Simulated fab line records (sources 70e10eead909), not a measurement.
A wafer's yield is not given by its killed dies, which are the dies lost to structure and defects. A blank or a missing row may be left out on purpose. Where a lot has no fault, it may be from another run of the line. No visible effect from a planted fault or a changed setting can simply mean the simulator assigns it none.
The tool behind it: which one? | flow nand harc | route of 1159 steps, sampled at 1 step: 12 lots, 36 wafers

== WHAT THE GAUGES READ, wafer by wafer ==
NHARC_A_SGD_CUT_CD_MEAS_09: target cd 100 nm.
lot  | measured     | on        | cd nm (nm)
L077 | day 14 12:52 | cd sem-03 | 100.0 100.7 99.8
L076 | day 14 19:30 | cd sem-03 | 99.4 99.7 99.0
L078 | day 15 00:43 | cd sem-03 | 100.3 100.0 99.6
L081 | day 15 07:52 | cd sem-03 | 99.9 99.9 99.9
L082 | day 16 00:14 | cd sem-03 | 100.1 101.4 100.5
L084 | day 16 13:34 | cd sem-03 | 100.5 100.7 100.3
L086 | day 17 02:17 | cd sem-01 | 100.4 100.2 99.9
L090 | day 17 12:40 | cd sem-02 | 99.5 100.0 99.9
L092 | day 18 02:47 | cd sem-02 | 100.0 100.2 99.3
L093 | day 18 05:37 | cd sem-01 | 100.4 100.4 100.6
L095 | day 18 23:37 | cd sem-03 | 100.2 99.9 100.0
L096 | day 19 11:20 | cd sem-03 | 100.2 100.0 100.7

== WHAT TOOL EACH LOT RAN ON (gives the tool, then ch and the chambers of the sampled wafers, and finally the start) ==
There is no process step in the record ahead of these readings.

== THE ANSWER, worked out from the rows above alone ==
Rule: usual is defined by the lots themselves. The widest of any qualifying gaps counts: lots, ordered by their means at a reading, are off when they make up no more than a third of the lots, leave a main group of 4 or more, and stand apart from it by 3 or more times the standard deviation of that group's means. A main group whose means are all the same, to the digits that the tables above print for the reading, isn't used. Also off: a lot with no number at a reading for which 4 or more lots have one. The other lots that the step has rows for count as sound.
Across all readings shown, no lot is off: no conclusion can be drawn from this.

== WHAT WAS PUT IN BY THE SIMULATOR ==
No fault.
